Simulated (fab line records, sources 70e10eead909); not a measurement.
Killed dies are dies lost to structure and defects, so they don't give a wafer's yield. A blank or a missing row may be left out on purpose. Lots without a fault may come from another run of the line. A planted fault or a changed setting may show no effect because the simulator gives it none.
fab line records | flow nand_harc
record lots=12 wafers=36 last_day=34
route steps=1302 shown P_GATE@200 P_CONTACT@229
lots that met no fault: from a run of the same line without faults
start_h: hours from the record's first day to the start of the lot's first wafer shown | wait_h: hours since the lot's step before | " the same as in the row above | L1.1+2: a row that stands for several wafers | - no value, or no start given | * or withheld: withheld | < > ~ a bound
route shown NAME@n: a module of which the file shows steps, and the number in the route of the first | usual: mean/standard deviation of fault-free wafers | same: alike in all rows | chamber/n: place in a boat | sites: the reading at each site | _std_site: their standard deviation | _edge_site: outer sites' mean less inner sites' | radius_mm: how far each site lies from the wafer's centre | mask NAME#n: copy n | behind: the tool/chamber that last shaped the wafer | hold: why the lot was held/for how many hours/how that ended | device: the transistor (n, p or np) that didn't switch | end of line: the same wafers' tests at the end of the route | a step without rows: its recipe alone | killed: dies lost to structure and defects at the first sort, not the wafer's yield | map: a wafer's dies, x killed, . not, _ none there
set.NAME: the setting as run; set.NAME@STEP: as run at that earlier step | model.NAME: the simulator's own value behind a step, which no gauge read
steps of the route over a sample of lots; a table a step, a row a wafer
services: from which hour (start_h, from the record's first day; less than 0 if before it) a tool's chamber was out of use, for how many hours, and why
## steps
# step NHARC_P_GATE_CD_MEAS_91
# recipe target_cd_nm=2000 landing_energy_ev=500
# usual cd_nm=2000.3/1.7
# columns lot.wafer tool chamber start_h wait_h cd_nm
L454.2 cd_sem-01 0 113.95 - 1993.9
L454.5 " 0 " " 1997.7
L454.6 " 0 " " 1997.9
L456.1 cd_sem-01 0 136.93 - 1997.4
L456.3 " 0 " " 2000.4
L456.4 " 0 " " 2000.4
L459.2 cd_sem-03 0 163.18 - 2000.4
L459.5 " 0 " " 1998.3
L459.6 " 0 " " 2000.9
L460.1 cd_sem-02 0 180.74 - 2003.4
L460.2 " 0 " " 1999.4
L460.5 " 0 " " 2000.1
L462.2 cd_sem-01 0 193.52 - 2000.4
L462.3 " 0 " " 2002.8
L462.5 " 0 " " 2001.5
L464.1 cd_sem-02 0 212.27 - 1995.4
L464.3 " 0 " " 2000.4
L464.5 " 0 " " 2000.1
L466.4 cd_sem-03 0 227.05 - 2001.5
L466.5 " 0 " " 2002.2
L466.6 " 0 " " 1999.9
L465.1 cd_sem-03 0 233.04 - 2001.2
L465.2 " 0 " " 2002.8
L465.6 " 0 " " 2000.1
L467.1 cd_sem-03 0 248.98 - 1998.8
L467.3 " 0 " " 2000.9
L467.5 " 0 " " 1996.9
L468.1 cd_sem-02 0 259.72 - 2000.6
L468.3 " 0 " " 2002.1
L468.6 " 0 " " 2001.3
L476.2 cd_sem-02 0 337.14 - 2000.4
L476.3 " 0 " " 2001.9
L476.5 " 0 " " 2002.4
L477.2 cd_sem-02 0 345.88 - 1999.8
L477.4 " 0 " " 2001.3
L477.5 " 0 " " 2001.9
# step NHARC_P_GATE_RTA_64
# recipe temp_c=1050 time_s=1
# usual lamp_power_pct=36.5/1.1 lamp_zone_3_pct=36.5/1.1 lamp_zone_7_pct=37.0/1.1 wafer_temp_C_max=1054.6/0.85
# columns lot.wafer tool chamber start_h wait_h lamp_power_pct lamp_zone_3_pct lamp_zone_7_pct wafer_temp_C_max
L454.2 rtp_anneal-02 0 115.79 - 35.0 34.9 35.4 1055.0
L454.5 " 0 " " 35.0 34.9 35.4 1054.0
L454.6 " 0 " " 34.9 35.0 35.4 1055.9
L456.1 rtp_anneal-01 0 138.74 - 37.3 37.3 37.8 1055.4
L456.3 " 0 " " 37.3 37.3 37.8 1053.8
L456.4 " 0 " " 37.3 37.3 37.8 1054.3
L459.2 rtp_anneal-01 0 165.04 - 37.4 37.3 37.8 1055.1
L459.5 " 0 " " 37.3 37.3 37.8 1055.2
L459.6 " 0 " " 37.3 37.2 37.7 1055.1
L460.1 rtp_anneal-02 0 182.89 - 35.0 35.1 35.4 1054.2
L460.2 " 0 " " 35.0 35.1 35.5 1052.3
L460.5 " 0 " " 35.1 35.0 35.4 1053.4
L462.2 rtp_anneal-01 0 195.42 - 37.3 37.3 37.8 1055.2
L462.3 " 0 " " 37.3 37.3 37.8 1054.9
L462.5 " 0 " " 37.4 37.3 37.7 1055.9
L464.1 rtp_anneal-01 0 214.09 - 37.2 37.2 37.7 1055.4
L464.3 " 0 " " 37.2 37.3 37.7 1054.3
L464.5 " 0 " " 37.2 37.2 37.7 1055.4
L466.4 rtp_anneal-01 0 228.95 - 37.4 37.3 37.7 1055.2
L466.5 " 0 " " 37.3 37.3 37.8 1055.6
L466.6 " 0 " " 37.4 37.3 37.8 1054.7
L465.1 rtp_anneal-01 0 234.87 - 37.4 37.4 37.9 1055.4
L465.2 " 0 " " 37.4 37.4 37.9 1055.4
L465.6 " 0 " " 37.3 37.3 37.8 1054.8
L467.1 rtp_anneal-01 0 250.87 - 37.4 37.3 37.8 1056.5
L467.3 " 0 " " 37.3 37.4 37.9 1054.5
L467.5 " 0 " " 37.3 37.4 37.8 1055.5
L468.1 rtp_anneal-01 0 261.52 - 37.3 37.3 37.8 1053.9
L468.3 " 0 " " 37.4 37.3 37.8 1054.4
L468.6 " 0 " " 37.4 37.4 37.8 1055.4
L476.2 rtp_anneal-01 0 338.99 - 37.3 37.3 37.8 1054.4
L476.3 " 0 " " 37.2 37.4 37.8 1053.8
L476.5 " 0 " " 37.3 37.3 37.7 1056.1
L477.2 rtp_anneal-01 0 348.00 - 37.3 37.3 37.9 1053.8
L477.4 " 0 " " 37.3 37.4 37.8 1055.1
L477.5 " 0 " " 37.3 37.3 37.8 1055.3
# step NHARC_P_CONTACT_EXPOSE_09
# recipe na=1.35 target_cd_nm=90 dose_mj=81.26 mask_id=P_CA
# usual stage_vel_mm_s=500.03/0.27
# columns lot.wafer tool chamber start_h wait_h mask stage_vel_mm_s
L454.2 arfi_scanner-03 0 118.44 - P_CA#0 499.97
L454.5 " 0 " " P_CA#0 499.61
L454.6 " 0 " " P_CA#0 500.18
L456.1 arfi_scanner-01 0 141.47 - P_CA#0 499.88
L456.3 " 0 " " P_CA#0 500.06
L456.4 " 0 " " P_CA#0 500.10
L459.2 arfi_scanner-03 0 167.75 - P_CA#0 499.87
L459.5 " 0 " " P_CA#0 500.14
L459.6 " 0 " " P_CA#0 499.83
L460.1 arfi_scanner-03 0 185.77 - P_CA#0 499.94
L460.2 " 0 " " P_CA#0 500.13
L460.5 " 0 " " P_CA#0 499.83
L462.2 arfi_scanner-01 0 198.15 - P_CA#0 500.03
L462.3 " 0 " " P_CA#0 499.75
L462.5 " 0 " " P_CA#0 500.21
L464.1 arfi_scanner-01 0 216.80 - P_CA#0 499.93
L464.3 " 0 " " P_CA#0 500.41
L464.5 " 0 " " P_CA#0 500.02
L466.4 arfi_scanner-01 0 231.56 - P_CA#0 500.70
L466.5 " 0 " " P_CA#0 500.74
L466.6 " 0 " " P_CA#0 500.50
L465.1 arfi_scanner-02 0 237.62 - P_CA#0 500.20
L465.2 " 0 " " P_CA#0 499.83
L465.6 " 0 " " P_CA#0 500.05
L467.1 arfi_scanner-03 0 253.61 - P_CA_R1#0 499.80
L467.3 " 0 " " P_CA_R1#0 499.90
L467.5 " 0 " " P_CA_R1#0 500.04
L468.1 arfi_scanner-03 0 264.24 - P_CA#0 500.00
L468.3 " 0 " " P_CA#0 500.33
L468.6 " 0 " " P_CA#0 499.81
L476.2 arfi_scanner-01 0 341.83 - P_CA#0 500.06
L476.3 " 0 " " P_CA#0 500.62
L476.5 " 0 " " P_CA#0 500.36
L477.2 arfi_scanner-03 0 350.79 - P_CA#0 499.82
L477.4 " 0 " " P_CA#0 500.20
L477.5 " 0 " " P_CA#0 500.17
# step NHARC_P_CONTACT_DESCUM_17
# recipe time_s=3 o2_flow_sccm=200 ar_flow_sccm=0 bias_power_w=0 chemistry=O2
# usual drypump_motor_current_A=5.7/0.55 oes_product_au=0.997/0.011 rf_vpp_V=57.8/0.88 showerhead_plenum_p_Torr=1.93/0.083 throttle_valve_pct=11.312/0.0084
# columns lot.wafer tool chamber start_h wait_h drypump_motor_current_A oes_product_au rf_hours_counter_h rf_vpp_V showerhead_plenum_p_Torr throttle_valve_pct
L454.2 rie_diel-06 3 118.79 0.1 6.4 1.017 4.7 58.9 1.96 11.310
L454.6 " 0 " " 5.6 0.988 - 57.3 1.80 11.307
L454.5 " 1 " " 5.1 0.987 - 57.7 1.95 11.321
L456.3 rie_diel-05 0 141.79 0.1 6.3 0.997 1.7 58.0 1.88 11.314
L456.4 " 1 " " 4.9 0.996 1.6 58.1 1.94 11.316
L456.1 " 2 " " 5.5 1.023 1.7 58.7 2.03 11.308
L459.2 rie_diel-05 3 168.08 0.1 5.6 1.010 2.6 55.7 1.83 11.303
L459.6 " 3 " " 5.6 1.000 - 58.1 1.83 11.308
L459.5 " 2 " " 5.5 1.014 - 57.2 2.03 11.306
L460.2 rie_diel-06 1 186.10 0.1 5.2 0.977 1.1 57.8 1.94 11.326
L460.1 " 3 " " 6.5 1.002 1.3 56.4 1.96 11.299
L460.5 " 1 " " 5.2 0.989 - 58.8 1.94 11.309
L462.2 rie_diel-06 1 198.48 0.1 5.1 0.984 1.6 58.8 1.94 11.312
L462.3 " 3 " " 6.5 0.984 1.8 57.7 1.96 11.329
L462.5 " 1 " " 5.1 0.976 - 60.1 1.94 11.295
L464.3 rie_diel-05 0 217.13 0.1 6.4 0.998 3.5 58.6 1.88 11.309
L464.1 " 1 " " 4.9 0.983 3.9 58.0 1.94 11.312
L464.5 " 0 " " 6.4 1.001 - 57.9 1.88 11.308
L466.4 rie_diel-02 0 231.88 0.1 5.1 1.000 0.2 56.8 1.82 11.322
L466.5 " 3 " " 6.5 1.008 - 57.9 1.99 11.307
L466.6 " 0 " " 5.1 0.986 - 57.3 1.82 11.308
L465.2 rie_diel-06 0 237.95 0.1 5.6 1.001 2.8 58.7 1.80 11.315
L465.1 " 3 " " 6.4 1.012 3.0 58.7 1.96 11.312
L465.6 " 0 " " 5.6 0.994 - 57.4 1.80 11.308
L467.1 rie_diel-02 0 253.94 0.1 5.1 0.992 1.2 57.5 1.82 11.317
L467.3 " 1 " " 6.1 1.008 1.1 58.4 2.00 11.314
L467.5 " 1 " " 6.1 1.006 - 58.1 2.00 11.318
L468.3 rie_diel-06 0 264.56 0.1 5.6 0.979 3.9 55.3 1.80 11.313
L468.1 " 2 " " 6.1 0.997 4.3 59.6 2.06 11.300
L468.6 " 0 " " 5.6 0.984 - 56.9 1.80 11.326
L476.3 rie_diel-02 0 342.18 0.1 5.1 0.994 5.1 56.5 1.82 11.302
L476.2 " 1 " " 6.1 0.993 6.6 58.3 2.00 11.308
L476.5 " 3 " " 6.5 1.010 - 57.7 1.99 11.301
L477.4 rie_diel-05 1 351.11 0.1 4.9 1.015 3.0 58.5 1.94 11.308
L477.2 " 0 " " 6.3 0.996 2.9 58.1 1.88 11.310
L477.5 " 2 " " 5.5 1.018 - 59.8 2.03 11.311
## services
# columns tool chamber start_h hours kind
rie_diel-02 2 95.63 12.3 repair
rie_diel-06 1 100.79 2.9 repair
rie_diel-06 - 130.28 9.0 pm
rie_diel-05 0 158.03 16.1 repair
arfi_scanner-01 - 172.49 0.9 repair
arfi_scanner-03 - 177.47 1.9 repair
rie_diel-06 0 188.73 4.0 repair
arfi_scanner-03 - 196.00 4.0 pm
arfi_scanner-01 - 202.76 10.5 repair
rie_diel-05 1 205.40 10.0 repair
rie_diel-02 - 216.70 9.0 pm
arfi_scanner-03 - 226.37 9.8 repair
rie_diel-05 - 229.60 9.0 pm
rie_diel-06 0 250.88 7.1 repair
arfi_scanner-01 - 252.00 4.0 pm
rie_diel-06 1 252.90 32.3 repair
rie_diel-05 3 257.40 6.3 repair
rie_diel-05 2 267.72 5.3 repair
rie_diel-02 0 271.24 21.4 repair
arfi_scanner-03 - 299.66 1.2 repair
rie_diel-06 3 303.54 1.3 repair
rie_diel-06 - 307.28 9.0 pm
arfi_scanner-03 - 322.77 0.5 repair
rie_diel-05 2 335.30 4.3 repair
## key
first_sign step=NHARC_P_CONTACT_EXPOSE_09 reading=mask direction=changed
effect none on later readings
met_at NHARC_P_CONTACT_EXPOSE_09
struck_lots L467
tester_left_out L467
not_acting_at NHARC_P_GATE_CD_MEAS_91,NHARC_P_GATE_RTA_64,NHARC_P_CONTACT_DESCUM_17
onset_between 185.77 253.61
fault kind=wrong_mask tool=any chamber=- onset_h=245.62 steps=NHARC_P_CONTACT_EXPOSE_09 aux_copy=P_CA_R1#0 cd_offset_nm=1.7694 scope=struck_lots_only
# tester_left_out: of these lots the tester's yield and bins aren't shown, on N5 and GAA mostly nor the transistor test; their killed dies are dies lost to structure and defects alone, not to doping, threshold or leakage, so they don't give the yield
